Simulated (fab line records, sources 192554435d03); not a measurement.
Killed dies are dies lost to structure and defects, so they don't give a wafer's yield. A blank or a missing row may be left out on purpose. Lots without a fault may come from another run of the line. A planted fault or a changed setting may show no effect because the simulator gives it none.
Which tool did it? | flow n5_finfet | 10 lots, 30 wafers sampled, at 5 steps of a route of 1938

WHAT THE GAUGES READ, wafer by wafer
N5_WELL_APT_OVL_MEAS_09.
lot  | measured    | on         | NWELL_OVL (nm)
L506 | day 2 01:51 | overlay-02 | 2 11 12
L507 | day 2 07:43 | overlay-01 | -3 -7 -4
L509 | day 2 19:43 | overlay-02 | 10 11 7
L510 | day 3 01:35 | overlay-01 | 14 8 16
L513 | day 3 19:53 | overlay-01 | 1 10 -9
L519 | day 5 07:59 | overlay-01 | -4 1 -3
L520 | day 5 13:43 | overlay-02 | -2 -3 -2
L521 | day 5 19:43 | overlay-02 | 2 4 4
L525 | day 6 19:49 | overlay-01 | -2 9 4
L527 | day 7 08:09 | overlay-01 | 16 8 11

N5_WELL_APT_CD_MEAS_25: target cd 200 nm.
lot  | measured    | on        | cd_nm (nm)
L506 | day 2 03:22 | cd_sem-01 | 197.9 197.4 197.2
L507 | day 2 09:05 | cd_sem-01 | 199.6 198.5 199.8
L509 | day 2 21:17 | cd_sem-03 | 199.7 199.1 201.1
L510 | day 3 02:41 | cd_sem-01 | 195.7 197.8 198.9
L513 | day 3 21:03 | cd_sem-02 | 199.4 201.0 202.0
L519 | day 5 09:29 | cd_sem-03 | 199.9 199.2 199.1
L520 | day 5 14:56 | cd_sem-01 | 201.9 201.6 201.3
L521 | day 5 20:50 | cd_sem-02 | 202.9 200.2 200.4
L525 | day 6 21:04 | cd_sem-03 | 200.3 199.6 200.5
L527 | day 7 09:18 | cd_sem-02 | 198.5 200.2 197.1

N5_BEOL_M4_RC_MEAS_101.
lot  | measured     | on        | DIBL_N (mV/V)  | DIBL_P (mV/V)  | IOFF_N (nA/um)    | IOFF_P (nA/um)    | ION_N (uA/um) | ION_P (uA/um) | RS_NWELL (ohm/sq) | SS_N (mV/dec)  | SS_P (mV/dec)  | VT_N (mV)         | VT_P (mV)
L506 | day 9 22:42  | prober-01 | 35.4 33.3 34.8 | 34.4 32.3 34.4 | 0.140 0.110 0.138 | 0.211 0.177 0.211 | 667 657 667   | 460 453 460   | 1043 1050 1046    | 71.2 70.9 70.9 | 73.0 72.9 72.8 | 250.7 254.6 249.5 | -247.5 -249.7 -247.5
L507 | day 11 01:32 | prober-02 | 37.0 35.5 38.0 | 37.7 36.1 38.8 | 0.184 0.155 0.207 | 0.238 0.216 0.269 | 672 674 686   | 458 463 467   | 1029 1031 1024    | 71.2 70.7 72.1 | 73.6 73.3 73.7 | 248.2 249.1 248.1 | -247.7 -250.2 -247.6
L509 | day 11 06:17 | prober-02 | 37.3 37.2 36.7 | 36.6 37.1 36.6 | 0.157 0.161 0.153 | 0.214 0.222 0.214 | 664 674 676   | 461 467 463   | 1037 1033 1041    | 72.2 71.4 71.5 | 73.2 73.3 73.2 | 249.4 248.5 248.4 | -245.2 -248.9 -249.7
L510 | day 11 06:32 | prober-01 | 35.2 36.3 35.7 | 35.3 36.9 36.8 | 0.126 0.146 0.137 | 0.174 0.195 0.201 | 666 674 667   | 451 460 464   | 1044 1043 1055    | 71.1 72.0 71.2 | 72.8 73.3 73.7 | 252.4 251.7 254.8 | -251.1 -251.5 -249.2
L513 | day 11 21:37 | prober-01 | 35.7 36.9 35.2 | 36.0 36.2 35.9 | 0.151 0.166 0.150 | 0.183 0.192 0.193 | 675 676 674   | 460 461 462   | 1034 1029 1037    | 71.8 71.2 71.6 | 74.0 72.9 73.8 | 249.8 249.4 251.1 | -251.0 -253.4 -250.8
L519 | day 12 23:56 | prober-01 | 37.0 36.0 34.1 | 36.8 36.0 34.7 | 0.170 0.155 0.130 | 0.199 0.202 0.176 | 677 671 678   | 458 464 464   | 1295 1295 1291    | 72.5 71.8 70.8 | 72.5 73.2 72.4 | 248.1 248.7 250.4 | -249.3 -251.8 -251.6
L520 | day 14 20:47 | prober-02 | 35.2 34.3 36.0 | 35.7 33.9 35.9 | 0.155 0.130 0.161 | 0.208 0.185 0.214 | 679 673 684   | 461 470 473   | 1274 1294 1290    | 71.3 70.8 71.6 | 73.5 72.9 74.0 | 250.0 253.4 248.7 | -251.0 -250.6 -246.9
L521 | day 13 09:41 | prober-01 | 36.2 36.0 36.6 | 37.5 37.1 38.0 | 0.150 0.156 0.162 | 0.202 0.198 0.208 | 672 672 674   | 464 458 465   | 1025 1037 1033    | 71.1 70.9 71.8 | 73.4 73.2 73.9 | 249.7 249.8 247.4 | -249.9 -249.9 -251.6
L525 | day 15 04:07 | prober-02 | 35.6 36.9 36.2 | 35.4 37.1 35.8 | 0.138 0.156 0.145 | 0.189 0.223 0.202 | 679 673 665   | 462 460 456   | 1036 1034 1039    | 71.5 71.5 71.6 | 73.1 73.9 72.9 | 250.3 247.9 247.4 | -253.0 -248.4 -251.8
L527 | day 16 00:40 | prober-02 | 37.5 36.5 36.1 | 35.7 34.1 34.7 | 0.171 0.145 0.144 | 0.244 0.216 0.222 | 680 664 673   | 473 461 470   | 1052 1052 1054    | 71.2 71.5 71.0 | 74.4 74.0 73.2 | 247.1 249.7 249.8 | -247.2 -248.4 -246.4

WHICH TOOL RAN EACH LOT (tool, then ch and the chambers of the sampled wafers, then the start)
lot  | N5_ZERO_LAYER_ETCH_17             | N5_WELL_APT_IMPLANT_14
L506 | rie_diel-02 ch 1,2, day 2 00:52   | implanter-01 ch 0, day 2 02:25
L507 | rie_diel-04 ch 1,2, day 2 06:51   | implanter-01 ch 0, day 2 07:53
L509 | rie_diel-02 ch 1,3, day 2 18:43   | implanter-01 ch 0, day 2 20:13
L510 | rie_diel-02 ch 1,2, day 3 00:43   | implanter-02 ch 0, day 3 01:45
L513 | rie_diel-01 ch 1,2,3, day 3 18:52 | implanter-02 ch 0, day 3 20:12
L519 | rie_diel-01 ch 0,1,2, day 5 06:58 | implanter-01 ch 0, day 5 08:25
L520 | rie_diel-01 ch 2,3, day 5 12:50   | implanter-01 ch 0, day 5 13:54
L521 | rie_diel-04 ch 0,1,3, day 5 18:51 | implanter-02 ch 0, day 5 19:56
L525 | rie_diel-01 ch 0,1, day 6 18:49   | implanter-02 ch 0, day 6 20:02
L527 | rie_diel-02 ch 1,3, day 7 07:15   | implanter-02 ch 0, day 7 08:22
- N5_ZERO_LAYER_ETCH_17: etches SiO2 in CF4, target depth 12 nm, time 13.3 s.
- N5_WELL_APT_IMPLANT_14

WHAT THE TOOLS THEMSELVES READ (means of the sampled wafers that have a number; where no wafer has one, the mark that the record gives instead)
N5_ZERO_LAYER_ETCH_17.
lot  | tool        | chamber_pressure_mTorr (mTorr) | drypump_motor_current_A (A) | oes_product_au (a.u.) | rf_vpp_V (V) | showerhead_plenum_p_Torr (Torr) | throttle_valve_pct (%)
L506 | rie_diel-02 | 40.01                          | 5.2                         | 0.69                  | 951          | 2.17                            | 15.80
L507 | rie_diel-04 | 40.02                          | 5.8                         | 0.76                  | 952          | 2.20                            | 15.52
L509 | rie_diel-02 | 40.00                          | 5.3                         | 0.77                  | 948          | 2.13                            | 15.61
L510 | rie_diel-02 | 40.00                          | 5.2                         | 0.69                  | 950          | 2.17                            | 15.82
L513 | rie_diel-01 | 40.03                          | 5.7                         | 0.70                  | 946          | 2.09                            | 15.81
L519 | rie_diel-01 | 39.99                          | 6.0                         | 0.70                  | 946          | 2.09                            | 15.79
L520 | rie_diel-01 | 40.00                          | 5.6                         | 0.72                  | 950          | 2.16                            | 15.75
L521 | rie_diel-04 | 40.01                          | 5.7                         | 0.82                  | 945          | 2.08                            | 15.54
L525 | rie_diel-01 | 40.00                          | 5.9                         | 0.90                  | 956          | 2.26                            | 15.63
L527 | rie_diel-02 | 40.03                          | 5.3                         | 0.91                  | 947          | 2.13                            | 15.33

N5_WELL_APT_IMPLANT_14.
lot  | tool         | beam_energy_keV
L506 | implanter-01 | 159.99
L507 | implanter-01 | 160.00
L509 | implanter-01 | 159.97
L510 | implanter-02 | 160.00
L513 | implanter-02 | 160.01
L519 | implanter-01 | 113.65
L520 | implanter-01 | 113.66
L521 | implanter-02 | 159.95
L525 | implanter-02 | 160.02
L527 | implanter-02 | 160.04

THE ANSWER, worked out from the rows above alone
Rule: what is usual is taken from the lots themselves. Put in order of their means at a reading, lots are off if they are a third of the lots or fewer, leave a main group of 4 or more, and stand apart from it by a gap of 3 or more times the standard deviation of the main group's means; of several such gaps the widest counts. A main group whose means are all the same, to the digits that the tables above print for the reading, isn't used. A lot without any number at a reading at which 4 lots or more have one is off too. The other lots that the step has rows for count as sound. The gauges are gone through in route order, then the tools' own readings, and for those a lot's mean is taken as printed above. The first step at which some lot is off is used, and at that step the reading that is off furthest; a lot without a number counts as furthest.
Off: L519, L520, at N5_BEOL_M4_RC_MEAS_101 (RS_NWELL). The main group: mean 1039 ohm/sq, standard deviation 8.1.
A tool fits if, at a process step before that reading, it ran every lot that is off, and no sound lot after the first of them. The gauges at N5_BEOL_M4_RC_MEAS_101 aren't tried: what is off there is off at N5_WELL_APT_IMPLANT_14 too, on other tools, and a gauge's error can't cause that. One fits: implanter-01 at N5_WELL_APT_IMPLANT_14. Its last sound lot is L509 (day 2 20:13), its first lot that is off L519 (day 5 08:25): a fault that began between those two fits.
The tool's own readings at N5_WELL_APT_IMPLANT_14 bear it out: on the lots that are off they differ by more than 5 times the standard deviation of the sound lots' means. beam_energy_keV reads 113.66 there against 160.00 on the sound lots.

WHAT THE SIMULATOR HAD PUT IN
Process parameter drift: implanter-01, from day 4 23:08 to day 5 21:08, at N5_WELL_APT_IMPLANT_14. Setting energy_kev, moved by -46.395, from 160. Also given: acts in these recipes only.
Lots struck among those shown: L519, L520. The rule above found the same.
